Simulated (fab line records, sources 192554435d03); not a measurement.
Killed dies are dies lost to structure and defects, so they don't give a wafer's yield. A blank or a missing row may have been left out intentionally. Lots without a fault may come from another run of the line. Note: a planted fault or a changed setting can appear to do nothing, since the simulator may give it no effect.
Which of the tools did it? | flow n5 finfet | route of 1938 steps, sampled at 1 step: 12 lots, 36 wafers

== WHAT THE GAUGES READ, wafer by wafer ==
N5_MOL_CONTACT_COAG_OVL_MEAS_09.
lot  | measured     | on         | CA_OVL (nm)
L075 | day 5 02:23  | overlay-01 | -0.1 0.8 0.8
L077 | day 5 14:49  | overlay-02 | 1.1 -0.1 0.5
L079 | day 6 01:11  | overlay-02 | 0.5 0.9 0.9
L081 | day 6 09:13  | overlay-02 | -0.2 -0.1 -0.4
L083 | day 6 22:19  | overlay-02 | -0.8 -1.0 -0.9
L085 | day 7 09:58  | overlay-02 | -0.3 0.6 -0.6
L087 | day 8 01:25  | overlay-02 | -0.5 -0.6 0.2
L089 | day 8 12:12  | overlay-02 | -0.3 0.2 -0.5
L091 | day 8 21:58  | overlay-02 | 0.7 -0.5 -0.6
L093 | day 9 10:06  | overlay-02 | 0.9 0.5 0.4
L095 | day 10 00:39 | overlay-01 | 0.7 0.7 0.3
L097 | day 10 10:02 | overlay-02 | 0.2 -0.4 -0.3

== TOOL THAT RAN EACH LOT (tool first, then ch and the chambers of the sampled wafers, then the start) ==
No process step before these readings appears in the record.

== THE ANSWER, worked out from the rows above alone ==
Rule: what is usual is taken from the lots themselves. Put in order of their means at a reading, lots are off if they are a third of the lots or fewer, leave a main group of 4 or more, and stand apart from it by a gap of 3 or more times the standard deviation of the main group's means; of several such gaps the widest counts. A main group whose means are all the same, to the digits that the tables above print for the reading, isn't used. Also off: a lot with no number at a reading for which 4 or more lots have one. Where the step has rows for the other lots, those lots are counted as sound.
None of the lots is off at any reading shown; this tells nothing.

== WHAT WAS PUT IN BY THE SIMULATOR ==
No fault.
